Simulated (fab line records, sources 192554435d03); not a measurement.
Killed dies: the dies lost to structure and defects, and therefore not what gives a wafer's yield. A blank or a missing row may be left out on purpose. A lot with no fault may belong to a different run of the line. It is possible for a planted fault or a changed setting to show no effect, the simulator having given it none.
fab line records    flow n5_finfet
[record] lots = 7  wafers = 39
route steps=1938 shown DUMMY_GATE@237 SD_EPI_N@288 SD_EPI_P@300 SD_ACTIVATION@330 MOL_CONTACT_COAG@532
start_h: hours from the record's opening day to when the first of the lot's shown wafers began    wait_h: hours elapsed since this lot's preceding step    " as in the row above    L1.1+2: a single row standing in for several wafers    - no value present, or no start provided    * or withheld: withheld    < > ~ a bound
route shown NAME@n: a module of which the file shows steps, and the number in the route of the first    usual: average and standard deviation across the fault-free wafers    same: alike in all rows    chamber/n: place in a boat    sites: each site's reading    _std_site: the standard deviation of these    _edge_site: the outer-site mean with the inner-site mean subtracted    radius_mm: how far each site lies from the wafer's centre    mask NAME#n: copy n    behind: the tool/chamber that last shaped the wafer    hold: cause of the lot's hold/its duration in hours/its outcome    device: names the non-switching transistor (n, p or np)    end of line: at the end of the route, the tests of the same wafers    for a step that has no rows: nothing shown but its recipe    killed: not the wafer's yield, but the dies lost to structure and defects at the first sort    map: the dies of a wafer, with x for killed, . for not killed, _ for no die there
set.NAME: the run value of the setting; set.NAME@STEP: its run value at that earlier step    model.NAME: the simulator's own value behind a step, which no gauge read
lots run with intentionally changed settings; tables by step, rows by wafer
[[steps]]
[step N5_DUMMY_GATE_ETCH_37]
[recipe] chemistry = N2/H2  target = SOC  target_depth_a = 600  overetch_a = 300  temp_c = 40  ion_energy_ev = 200  pressure_mtorr = 30  source_w = 840  bias_w = 150  n2_flow_sccm = 200  h2_flow_sccm = 200
[usual] rf_vpp_V = 524.5/2.4
lot.wafer  tool         chamber  start_h  wait_h  set.source_w  rf_vpp_V  model.SiARC_of_DUMMY_GATE_COAT_35.thk_nm
L074.1     rie_diel-06  0        47.58    0.0     840           525.7     5
L074.2     "            2        "        "       840           525.3     4.8
L074.3     "            3        "        "       840           529.3     4.8
L074.4     "            1        "        "       972.3         497.1     4.2
L074.5     "            1        "        "       972.3         497.1     4.2
L074.6     "            0        "        "       972.3         503.5     4.6
L075.1     rie_diel-02  1        54.19    0.0     971           499.5     4.2
L075.2     "            0        "        "       840           523.8     5
L075.3     "            3        "        "       840           528.2     5
L075.4     "            2        "        "       840           520.9     5
L075.5     "            1        "        "       971           498.1     4.2
L075.6     "            2        "        "       971           499.6     4.4
L081.1     rie_diel-04  2        88.17    0.0     782.9         533.4     5.4
L081.2     "            3        "        "       782.9         539.2     5.2
L081.3     "            1        "        "       782.9         535.6     5.2
L081.4     "            0        "        "       840           521.7     5
L081.5     "            3        "        "       840           526.5     5
L081.6     "            0        "        "       840           522.9     5
L083.1     rie_diel-02  2        100.56   0.0     840           521.9     4.8
L083.2     "            1        "        "       887.6         513.9     4.6
L083.3     "            0        "        "       840           522.6     5
L083.4     "            2        "        "       887.6         513.6     4.6
L083.5     "            0        "        "       887.6         514.1     4.8
L083.6     "            1        "        "       840           523.4     4.8
L085.1     rie_diel-06  3        112.70   0.0     840           529.1     5
L085.2     "            1        "        "       906.9         507.4     4.6
L085.3     "            2        "        "       906.9         510.1     4.8
L085.4     "            0        "        "       840           526.6     5
L085.5     "            1        "        "       906.9         509.8     4.6
L085.6     "            0        "        "       840           527.1     5
L093.1     rie_diel-02  0        162.90   0.0     840           522.2     5
L093.2     "            1        "        "       840           523.6     4.6
L093.3     "            2        "        "       708           554.3     5.2
L093.4     "            3        "        "       840           528.2     5
L093.5     "            3        "        "       708           560.0     5.4
L093.6     "            2        "        "       708           553.0     5.2
L096.1     rie_diel-02  1        178.99   0.0     840           524.5     4.8
L096.2     "            2        "        "       840           523.3     4.8
L096.5     "            2        "        "       840           521.5     4.8
[step N5_DUMMY_GATE_ETCH_32]
[recipe] chemistry = CF4  target = SiO2  target_depth_a = 35  time_s = 3.9  ion_energy_ev = 350  pressure_mtorr = 10  icp_w = 800  bias_w = 400  cf4_flow_sccm = 80
lot.wafer  tool       chamber  start_h  wait_h  set.time_s  model.etch.depth_nm
L074.1     rie_si-01  2        48.10    0.1     3.9         3.444
L074.2     "          0        "        "       4.484       3.984
L074.3     "          3        "        "       3.9         3.66
L074.4     "          1        "        "       4.484       4.242
L074.5     "          3        "        "       3.9         3.612
L074.6     "          2        "        "       4.484       3.997
L075.1     rie_si-04  0        54.91    0.1     3.9         3.474
L075.2     "          1        "        "       4.381       3.784
L075.3     "          2        "        "       4.381       4.075
L075.4     "          3        "        "       3.9         3.344
L075.5     "          2        "        "       4.381       4.044
L075.6     "          1        "        "       3.9         3.376
L081.1     rie_si-02  2        88.70    0.1     3.233       2.914
L081.2     "          3        "        "       3.233       2.995
L081.3     "          1        "        "       3.9         3.51
L081.4     "          0        "        "       3.233       2.9
L081.5     "          0        "        "       3.9         3.505
L081.6     "          3        "        "       3.9         3.611
L083.1     rie_si-04  0        101.11   0.1     3.9         3.454
L083.2     "          3        "        "       3.594       3.104
L083.3     "          1        "        "       3.594       3.148
L083.4     "          2        "        "       3.9         3.618
L083.5     "          1        "        "       3.594       3.161
L083.6     "          0        "        "       3.9         3.456
L085.1     rie_si-04  0        113.22   0.1     4.769       4.186
L085.2     "          3        "        "       4.769       4.074
L085.3     "          1        "        "       4.769       4.118
L085.4     "          2        "        "       3.9         3.565
L085.5     "          3        "        "       3.9         3.343
L085.6     "          2        "        "       3.9         3.574
L093.1     rie_si-04  2        163.43   0.1     3.9         3.608
L093.2     "          0        "        "       4.435       3.967
L093.3     "          1        "        "       3.9         3.412
L093.4     "          3        "        "       4.435       3.781
L093.5     "          1        "        "       3.9         3.391
L093.6     "          0        "        "       4.435       3.913
L096.1     rie_si-02  3        179.52   0.1     3.9         3.652
L096.2     "          1        "        "       3.9         3.531
L096.5     "          1        "        "       3.9         3.523
[step N5_SD_EPI_N_EPI_21]
[recipe] material = Si:P  dopant = P  temp_c = 680  pressure_torr = 255  time_s = 690
lot.wafer   tool          chamber  start_h  wait_h  set.pressure_torr  model.Si-P_of_SD_EPI_N_EPI_21.thk_nm
L074.1+3+5  epi_rpcvd-01  0        51.53    0.1     255                59.2
L074.2      "             0        "        "       255                58.8
L074.4      "             0        "        "       255                58.4
L074.6      "             0        "        "       255                58.6
L075.1+3    epi_rpcvd-04  0        58.52    0.1     227.5              56
L075.2+6    "             0        "        "       227.5              56.2
L075.4+5    "             0        "        "       227.5              56.6
L081.1      epi_rpcvd-02  0        92.85    0.2     208.5              53.8
L081.2+5    "             0        "        "       208.5              53.4
L081.3+6    "             0        "        "       208.5              54
L081.4      "             0        "        "       208.5              53
L083.1+3    epi_rpcvd-01  0        104.58   0.2     281.9              63.2
L083.2      "             0        "        "       281.9              63.6
L083.4      "             0        "        "       281.9              63
L083.5      "             0        "        "       281.9              63.4
L083.6      "             0        "        "       281.9              62.8
L085.1+5    epi_rpcvd-02  0        117.03   0.1     255                60.2
L085.2      "             0        "        "       255                59.8
L085.3      "             0        "        "       255                59
L085.4      "             0        "        "       255                59.6
L085.6      "             0        "        "       255                59.2
L093.1+3+6  epi_rpcvd-04  0        167.73   0.2     233.4              56.6
L093.2      "             0        "        "       233.4              55.6
L093.4      "             0        "        "       233.4              56.4
L093.5      "             0        "        "       233.4              56
L096.1      epi_rpcvd-02  0        184.19   0.1     255                58.4
L096.2      "             0        "        "       255                59.4
L096.5      "             0        "        "       255                59.2
[step N5_SD_EPI_N_PRECLEAN_24]
[recipe] chemistry = O3/DIW  time_s = 60  temp_c = 22  o3_ppm = 10
lot.wafer   tool          chamber  start_h  wait_h  set.pressure_torr@SD_EPI_N_EPI_21  model.Si-P_of_SD_EPI_N_EPI_21.thk_nm
L074.1+3+5  wet_bench-01  6,5,7    53.30    0.0     255                                58.8
L074.2      "             4        "        "       255                                58.4
L074.4      "             0        "        "       255                                58
L074.6      "             3        "        "       255                                58.2
L075.1+3    wet_bench-01  0,4      60.29    0.0     227.5                              55.6
L075.2+6    "             6,3      "        "       227.5                              55.8
L075.4+5    "             7,5      "        "       227.5                              56.2
L081.1      wet_bench-01  5        95.16    0.0     208.5                              53.4
L081.2      "             6        "        "       208.5                              53
L081.3      "             4        "        "       208.5                              53.6
L081.4      "             1        "        "       208.5                              52.6
L081.5      "             3        "        "       208.5                              53.2
L081.6      "             2        "        "       208.5                              53.8
L083.1+3    wet_bench-01  2,1      106.89   0.0     281.9                              62.8
L083.2      "             3        "        "       281.9                              63.2
L083.4      "             4        "        "       281.9                              62.6
L083.5      "             7        "        "       281.9                              63
L083.6      "             0        "        "       281.9                              62.2
L085.1+5    wet_bench-05  2,5      118.78   0.0     255                                59.8
L085.2      "             4        "        "       255                                59.4
L085.3      "             3        "        "       255                                58.6
L085.4      "             6        "        "       255                                59.2
L085.6      "             7        "        "       255                                58.8
L093.1+3+6  wet_bench-01  6,2,7    170.04   0.0     233.4                              56.2
L093.2      "             4        "        "       233.4                              55.2
L093.4      "             5        "        "       233.4                              56
L093.5      "             3        "        "       233.4                              55.8
L096.1      wet_bench-06  1        185.96   0.0     255                                58
L096.2      "             0        "        "       255                                59
L096.5      "             3        "        "       255                                58.8
[step N5_SD_EPI_P_EXPOSE_06]
[recipe] mask_id = SD_P_BLK  na = 1.35  source_shape = conventional  sigma_outer = 0.8  polarization = unpolarized  target_cd_nm = 240  dose_mj = 39.5
lot.wafer         tool             chamber  start_h  wait_h  mask        set.dose_mj
L074.1+4+6        arfi_scanner-03  0        54.02    -       SD_P_BLK#0  40.92
L074.2+3+5        "                0        "        "       SD_P_BLK#0  39.5
L075.1+2+6        arfi_scanner-03  0        60.99    -       SD_P_BLK#0  42.1
L075.3+4+5        "                0        "        "       SD_P_BLK#0  39.5
L081.1+2+3+4+5+6  arfi_scanner-03  0        96.42    -       SD_P_BLK#0  39.5
L083.1+3+4        arfi_scanner-02  0        107.56   -       SD_P_BLK#0  42.14
L083.2+5+6        "                0        "        "       SD_P_BLK#0  39.5
L085.1+2+4        arfi_scanner-01  0        119.58   -       SD_P_BLK#0  39.5
L085.3+5+6        "                0        "        "       SD_P_BLK#0  37.88
L093.1+3+6        arfi_scanner-03  0        170.83   -       SD_P_BLK#0  38.34
L093.2+4+5        "                0        "        "       SD_P_BLK#0  39.5
L096.1+2+5        arfi_scanner-02  0        186.80   -       SD_P_BLK#0  39.5
[step N5_SD_EPI_P_PEB_07]
[recipe] peb_temp_c = 110  peb_time_s = 60  resist = CAR-ArF-block
[step N5_SD_EPI_P_DEVELOP_08]
[recipe] develop_time_s = 30  developer = TMAH  resist = CAR-ArF-block  dev_temp_c = 23  rinse_liquid = diw  dry = air_spin
[step N5_SD_EPI_P_CD_MEAS_09]
[recipe] target_cd_nm = 240  landing_energy_ev = 500  detector = se_inlens
[usual] cd_nm = 240.2/0.91
lot.wafer  tool       chamber  start_h  wait_h  set.dose_mj@SD_EPI_P_EXPOSE_06  cd_nm
L074.1     cd_sem-01  0        54.14    -       40.92                           242.3
L074.2     "          0        "        "       39.5                            239.1
L074.3     "          0        "        "       39.5                            240.7
L074.4     "          0        "        "       40.92                           242.2
L074.5     "          0        "        "       39.5                            241.0
L074.6     "          0        "        "       40.92                           242.9
L075.1     cd_sem-01  0        61.12    -       42.1                            243.8
L075.2     "          0        "        "       42.1                            243.8
L075.3     "          0        "        "       39.5                            239.6
L075.4     "          0        "        "       39.5                            239.7
L075.5     "          0        "        "       39.5                            240.3
L075.6     "          0        "        "       42.1                            244.1
L081.1     cd_sem-02  0        96.54    -       39.5                            240.6
L081.2     "          0        "        "       39.5                            239.6
L081.3     "          0        "        "       39.5                            240.4
L081.4     "          0        "        "       39.5                            240.3
L081.5     "          0        "        "       39.5                            241.3
L081.6     "          0        "        "       39.5                            241.0
L083.1     cd_sem-01  0        107.68   -       42.14                           245.3
L083.2     "          0        "        "       39.5                            240.6
L083.3     "          0        "        "       42.14                           246.9
L083.4     "          0        "        "       42.14                           245.1
L083.5     "          0        "        "       39.5                            241.1
L083.6     "          0        "        "       39.5                            240.7
L085.1     cd_sem-02  0        119.70   -       39.5                            239.8
L085.2     "          0        "        "       39.5                            241.0
L085.3     "          0        "        "       37.88                           238.1
L085.4     "          0        "        "       39.5                            240.6
L085.5     "          0        "        "       37.88                           237.2
L085.6     "          0        "        "       37.88                           237.4
L093.1     cd_sem-02  0        170.96   -       38.34                           239.3
L093.2     "          0        "        "       39.5                            240.2
L093.3     "          0        "        "       38.34                           237.6
L093.4     "          0        "        "       39.5                            240.3
L093.5     "          0        "        "       39.5                            240.2
L093.6     "          0        "        "       38.34                           238.2
L096.1     cd_sem-02  0        186.92   -       39.5                            239.2
L096.2     "          0        "        "       39.5                            239.8
L096.5     "          0        "        "       39.5                            239.5
[step N5_SD_EPI_P_DESCUM_14]
[recipe] chemistry = O2  time_s = 7.9  source_power_w = 50  bias_power_w = 20  pressure_mtorr = 20  rf_frequency_hz = 2.712e+07  temp_c = 40  resist = CAR-ArF-block  o2_flow_sccm = 225
lot.wafer  tool         chamber  start_h  wait_h  set.dose_mj@SD_EPI_P_EXPOSE_06  model.SD_EPI_P.cd_nm
L074.1     rie_diel-06  2        54.27    0.1     40.92                           242.4
L074.2     "            0        "        "       39.5                            239
L074.3     "            3        "        "       39.5                            240.6
L074.4+6   "            1,2      "        "       40.92                           242.6
L074.5     "            3        "        "       39.5                            241.2
L075.1+2   rie_diel-02  2,0      61.21    0.0     42.1                            243.8
L075.3     "            3        "        "       39.5                            239
L075.4     "            1        "        "       39.5                            239.8
L075.5     "            2        "        "       39.5                            240.6
L075.6     "            3        "        "       42.1                            243.6
L081.1     rie_diel-04  1        96.63    0.0     39.5                            240.6
L081.2     "            2        "        "       39.5                            239.6
L081.3     "            0        "        "       39.5                            240.2
L081.4     "            3        "        "       39.5                            240.4
L081.5     "            1        "        "       39.5                            241.8
L081.6     "            2        "        "       39.5                            241.2
L083.1     rie_diel-06  3        107.77   0.0     42.14                           245.4
L083.2+5   "            2,1      "        "       39.5                            241.2
L083.3     "            1        "        "       42.14                           246.6
L083.4     "            0        "        "       42.14                           245.2
L083.6     "            2        "        "       39.5                            241
L085.1     rie_diel-06  0        119.83   0.1     39.5                            239.6
L085.2     "            1        "        "       39.5                            241
L085.3     "            3        "        "       37.88                           238.2
L085.4     "            2        "        "       39.5                            240.4
L085.5     "            3        "        "       37.88                           237.6
L085.6     "            0        "        "       37.88                           237.2
L093.1     rie_diel-02  1        171.05   0.0     38.34                           239.2
L093.2     "            3        "        "       39.5                            240
L093.3     "            0        "        "       38.34                           237.2
L093.4+5   "            2        "        "       39.5                            240.4
L093.6     "            1        "        "       38.34                           238.4
L096.1     rie_diel-04  0        187.01   0.0     39.5                            239
L096.2+5   "            1        "        "       39.5                            239.6
[step N5_SD_EPI_P_ETCH_36]
[recipe] chemistry = CF4  target = SiARC  target_depth_a = 455  mask_material = CAR-ArF-block  time_s = 75.8  ion_energy_ev = 80  pressure_mtorr = 40  source_w = 545  bias_w = 36  Ar_flow_sccm = 100  cf4_flow_sccm = 100  ends = cleared
lot.wafer  tool         chamber  start_h  wait_h  set.dose_mj@SD_EPI_P_EXPOSE_06  model.SD_EPI_P.cd_nm
L074.1     rie_diel-06  2        54.30    0.0     40.92                           242.4
L074.2     "            0        "        "       39.5                            238.8
L074.3     "            3        "        "       39.5                            240.2
L074.4+6   "            1,2      "        "       40.92                           242.8
L074.5     "            3        "        "       39.5                            241
L075.1     rie_diel-02  2        61.24    0.0     42.1                            244
L075.2+6   "            0,3      "        "       42.1                            243.4
L075.3     "            3        "        "       39.5                            238.8
L075.4     "            1        "        "       39.5                            239.6
L075.5     "            2        "        "       39.5                            240.8
L081.1     rie_diel-04  1        96.67    0.0     39.5                            240.6
L081.2     "            2        "        "       39.5                            239.4
L081.3     "            0        "        "       39.5                            240.2
L081.4     "            3        "        "       39.5                            240.8
L081.5     "            1        "        "       39.5                            241.8
L081.6     "            2        "        "       39.5                            241.2
L083.1     rie_diel-06  3        107.81   0.0     42.14                           245.2
L083.2+6   "            2        "        "       39.5                            241.2
L083.3     "            1        "        "       42.14                           246.8
L083.4     "            0        "        "       42.14                           245
L083.5     "            1        "        "       39.5                            241.6
L085.1     rie_diel-06  0        119.86   0.0     39.5                            239.6
L085.2     "            1        "        "       39.5                            241.4
L085.3     "            3        "        "       37.88                           238.2
L085.4     "            2        "        "       39.5                            240.4
L085.5     "            3        "        "       37.88                           237.8
L085.6     "            0        "        "       37.88                           237
L093.1     rie_diel-02  1        171.08   0.0     38.34                           239
L093.2     "            3        "        "       39.5                            240
L093.3     "            0        "        "       38.34                           237
L093.4+5   "            2        "        "       39.5                            240.2
L093.6     "            1        "        "       38.34                           238.4
L096.1     rie_diel-04  0        187.05   0.0     39.5                            239.2
L096.2     "            1        "        "       39.5                            239.8
L096.5     "            1        "        "       39.5                            239.6
[step N5_SD_EPI_P_ETCH_37]
[recipe] chemistry = N2/H2  target = SOC  overetch_a = 1080  mask_material = SiARC  temp_c = 40  ion_energy_ev = 100  source_w = 3000  bias_w = 133  pressure_mtorr = 20  time_s = 486  n2_flow_sccm = 200  h2_flow_sccm = 200  ends = end_point
[step N5_SD_EPI_P_STRIP_38]
[recipe] chemistry = N2/H2  temp_c = 40  n2_flow_sccm = 200  h2_flow_sccm = 200  rf_frequency_hz = 6e+07
[step N5_SD_ACTIVATION_RTA_00]
[recipe] temp_c = 975  time_s = 0  ambient = N2  idle_temp_c = 600  ramp_up_c_per_s = 150  ramp_down_c_per_s = 60  cool_to_c = 600
[step N5_SD_ACTIVATION_LSA_01]
[recipe] temp_c = 1080  time_s = 0.0008  ambient = N2
[step N5_SD_ACTIVATION_RS_MEAS_03]
[recipe] thk_meas_gauge = four-point-probe
[usual] RS_SD_N = 21.89/0.28  RS_SD_P = 56.2/0.9
lot.wafer  tool           chamber  start_h  wait_h  set.pressure_torr@SD_EPI_N_EPI_21  RS_SD_N[ohm/sq]  RS_SD_P[ohm/sq]
L074.1     film_metro-02  -        58.52    0.2     255                                21.79            56.6
L074.2     "              -        "        "       255                                21.95            56.8
L074.3     "              -        "        "       255                                21.67            56.5
L074.4     "              -        "        "       255                                22.02            56.6
L074.5     "              -        "        "       255                                21.88            57.3
L074.6     "              -        "        "       255                                21.84            56.5
L075.1     film_metro-02  -        65.51    0.2     227.5                              23.15            56.7
L075.2     "              -        "        "       227.5                              22.78            57.1
L075.3     "              -        "        "       227.5                              23.05            57.0
L075.4     "              -        "        "       227.5                              22.92            57.0
L075.5     "              -        "        "       227.5                              22.85            57.1
L075.6     "              -        "        "       227.5                              23.23            57.5
L081.1     film_metro-01  -        101.65   0.2     208.5                              24.27            56.4
L081.2     "              -        "        "       208.5                              24.42            57.4
L081.3     "              -        "        "       208.5                              24.11            56.4
L081.4     "              -        "        "       208.5                              24.53            56.2
L081.5     "              -        "        "       208.5                              24.61            57.0
L081.6     "              -        "        "       208.5                              24.50            56.1
L083.1     film_metro-01  -        111.94   0.2     281.9                              20.31            57.9
L083.2     "              -        "        "       281.9                              20.36            56.3
L083.3     "              -        "        "       281.9                              20.52            55.8
L083.4     "              -        "        "       281.9                              20.48            56.2
L083.5     "              -        "        "       281.9                              20.24            56.7
L083.6     "              -        "        "       281.9                              20.54            57.5
L085.1     film_metro-01  -        124.94   0.2     255                                21.40            56.1
L085.2     "              -        "        "       255                                21.75            56.2
L085.3     "              -        "        "       255                                21.67            55.9
L085.4     "              -        "        "       255                                21.93            55.1
L085.5     "              -        "        "       255                                21.66            56.4
L085.6     "              -        "        "       255                                21.96            55.7
L093.1     film_metro-01  -        175.20   0.2     233.4                              23.32            55.4
L093.2     "              -        "        "       233.4                              23.34            54.8
L093.3     "              -        "        "       233.4                              23.26            55.6
L093.4     "              -        "        "       233.4                              23.39            55.5
L093.5     "              -        "        "       233.4                              23.37            54.5
L093.6     "              -        "        "       233.4                              23.23            55.0
L096.1     film_metro-01  -        191.16   0.2     255                                22.17            57.0
L096.2     "              -        "        "       255                                21.77            56.8
L096.5     "              -        "        "       255                                22.14            56.5
[step N5_MOL_CONTACT_COAG_ETCH_106]
[recipe] chemistry = N2/H2  target = SOC  target_depth_a = 800  overetch_a = 160  mask_material = SiARC  temp_c = 40  time_s = 120  ion_energy_ev = 200  pressure_mtorr = 30  source_w = 840  bias_w = 150  n2_flow_sccm = 200  h2_flow_sccm = 200
[usual] rf_vpp_V = 524.9/2.8
lot.wafer  tool         chamber  start_h  wait_h  set.source_w  rf_vpp_V
L074.1     rie_diel-01  0        87.70    0.0     726.1         552.2
L074.2     "            2        "        "       840           521.3
L074.3     "            3        "        "       726.1         550.7
L074.4     "            1        "        "       840           525.3
L074.5     "            0        "        "       840           526.7
L074.6     "            1        "        "       726.1         553.0
L075.1     rie_diel-01  1        95.19    0.0     840           525.6
L075.2     "            0        "        "       840           525.2
L075.3     "            3        "        "       840           526.3
L075.4     "            2        "        "       840           519.8
L075.5     "            3        "        "       840           526.7
L075.6     "            0        "        "       840           525.2
L081.1     rie_diel-01  3        130.19   0.0     840           524.8
L081.2     "            2        "        "       911.1         505.3
L081.3     "            1        "        "       840           525.7
L081.4     "            0        "        "       911.1         511.7
L081.5     "            0        "        "       911.1         510.1
L081.6     "            1        "        "       840           527.0
L083.1     rie_diel-01  2        142.61   0.0     788.9         531.1
L083.2     "            1        "        "       788.9         538.4
L083.3     "            3        "        "       788.9         535.4
L083.4     "            3        "        "       840           525.0
L083.5     "            2        "        "       840           519.2
L083.6     "            1        "        "       840           525.2
L085.1     rie_diel-01  2        155.80   0.0     711.8         549.4
L085.2     "            1        "        "       840           525.6
L085.3     "            3        "        "       840           523.6
L085.4     "            2        "        "       711.8         549.9
L085.5     "            1        "        "       840           525.2
L085.6     "            3        "        "       711.8         553.7
L093.1     rie_diel-01  2        203.65   0.0     840           528.9
L093.2     "            3        "        "       840           522.8
L093.3     "            0        "        "       840           526.1
L093.4     "            1        "        "       708.5         556.5
L093.5     "            2        "        "       708.5         558.9
L093.6     "            1        "        "       708.5         555.9
L096.1     rie_diel-01  2        221.28   0.0     840           528.2
L096.2     "            1        "        "       840           526.6
L096.5     "            3        "        "       840           524.3
[[key]]
[split] step = N5_DUMMY_GATE_ETCH_37  setting = source_w  stated = 840  by = wafer
[response] step = N5_DUMMY_GATE_ETCH_37  reading = rf_vpp_V  change = -1.82  per = 1%  r = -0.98
[response] step = N5_DUMMY_GATE_ETCH_37  reading = model.SiARC_of_DUMMY_GATE_COAT_35.thk_nm  change = -0.0361  per = 1%  r = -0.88
[split] step = N5_DUMMY_GATE_ETCH_32  setting = time_s  stated = 3.9  by = wafer
[response] step = N5_DUMMY_GATE_ETCH_32  reading = model.etch.depth_nm  change = +0.0337  per = 1%  r = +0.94
[split] step = N5_SD_EPI_N_EPI_21  setting = pressure_torr  stated = 255  by = lot
[response] step = N5_SD_EPI_N_EPI_21  reading = model.Si-P_of_SD_EPI_N_EPI_21.thk_nm  change = +0.327  per = 1%  r = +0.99
[response] step = N5_SD_EPI_N_PRECLEAN_24  reading = model.Si-P_of_SD_EPI_N_EPI_21.thk_nm  change = +0.324  per = 1%  r = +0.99
[response] step = N5_SD_ACTIVATION_RS_MEAS_03  reading = RS_SD_N  change = -0.137  per = 1%  r = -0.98
[split] step = N5_SD_EPI_P_EXPOSE_06  setting = dose_mj  stated = 39.5  by = wafer
[response] step = N5_SD_EPI_P_CD_MEAS_09  reading = cd_nm  change = +0.673  per = 1%  r = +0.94
[response] step = N5_SD_EPI_P_DESCUM_14  reading = model.SD_EPI_P.cd_nm  change = +0.646  per = 1%  r = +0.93
[response] step = N5_SD_EPI_P_ETCH_36  reading = model.SD_EPI_P.cd_nm  change = +0.644  per = 1%  r = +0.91
[split] step = N5_MOL_CONTACT_COAG_ETCH_106  setting = source_w  stated = 840  by = wafer
[response] step = N5_MOL_CONTACT_COAG_ETCH_106  reading = rf_vpp_V  change = -1.91  per = 1%  r = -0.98
